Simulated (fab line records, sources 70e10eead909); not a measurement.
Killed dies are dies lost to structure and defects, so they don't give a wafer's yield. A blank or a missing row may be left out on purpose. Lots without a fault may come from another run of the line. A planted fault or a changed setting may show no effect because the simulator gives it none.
Chamber matching | flow nand_harc | NHARC_A_SLIT_DESCUM_14 on rie_diel-11: 4 sister chambers
The step chemistry O2, time 3 s. 14 wafers are shown with their chamber, then 7 later ones without.

WAFERS WITH THEIR CHAMBER
wafer  | chamber | drypump_motor_current_A (A) | oes_product_au (a.u.) | rf_vpp_V (V)
L551.4 | 1       | 6.6                         | 1.017                 | 57.8
L551.5 | 2       | 5.9                         | 1.003                 | 55.7
L551.6 | 3       | 5.1                         | 1.010                 | 57.5
L550.2 | 2       | 5.9                         | 1.000                 | 57.8
L550.5 | 2       | 5.9                         | 0.987                 | 57.1
L550.6 | 3       | 5.1                         | 1.000                 | 59.0
L561.1 | 0       | 6.0                         | 0.995                 | 59.3
L561.2 | 1       | 6.6                         | 1.007                 | 57.1
L561.5 | 2       | 5.9                         | 0.994                 | 58.4
L563.1 | 3       | 5.1                         | 0.992                 | 58.6
L563.4 | 0       | 6.1                         | 0.997                 | 56.7
L563.6 | 0       | 6.1                         | 0.991                 | 58.8
L566.1 | 1       | 6.6                         | 1.008                 | 56.9
L566.3 | 3       | 5.2                         | 0.996                 | 58.0

SIGNATURES (means of the wafers above)
reading                 | chamber 0 | chamber 1 | chamber 2 | chamber 3 | scatter within a chamber
drypump_motor_current_A | 6.067     | 6.600     | 5.900     | 5.125     | 0.0376
oes_product_au          | 0.99433   | 1.01067   | 0.99600   | 0.99950   | 0.00639
rf_vpp_V                | 58.267    | 57.267    | 57.250    | 58.275    | 0.98
Rule: a wafer's distance from a chamber is the root of the sum, over the readings, of the square of ((its reading less the chamber's mean) divided by the reading's scatter). The wafer belongs to the nearest chamber; if the next one is less than 2 further off, it can't be placed. The scatter: the root of (the sum of the squares of (reading less its chamber's mean) over the shown wafers, divided by (wafers less chambers)).

WAFERS WITHOUT THEIR CHAMBER
wafer  | drypump_motor_current_A (A) | oes_product_au (a.u.) | rf_vpp_V (V)
L566.4 | 6.0                         | 0.982                 | 58.2
L567.2 | 5.9                         | 0.984                 | 57.4
L567.4 | 5.1                         | 0.995                 | 56.7
L567.5 | 6.6                         | 1.014                 | 58.8
L569.2 | 5.1                         | 1.007                 | 57.0
L569.3 | 6.0                         | 1.009                 | 57.6
L569.5 | 6.0                         | 0.990                 | 57.4

WHICH CHAMBER EACH WENT THROUGH
wafer  | from the rows above     | in truth
L566.4 | can't be placed: 0 or 2 | 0
L567.2 | 2                       | 2
L567.4 | 3                       | 3
L567.5 | 1                       | 1
L569.2 | 3                       | 3
L569.3 | can't be placed: 0 or 2 | 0
L569.5 | can't be placed: 0 or 2 | 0
Placed correctly: 4 of 7. Can't be placed from these rows: 3 (the true chamber is among the candidates in 3). Placed wrongly: 0.
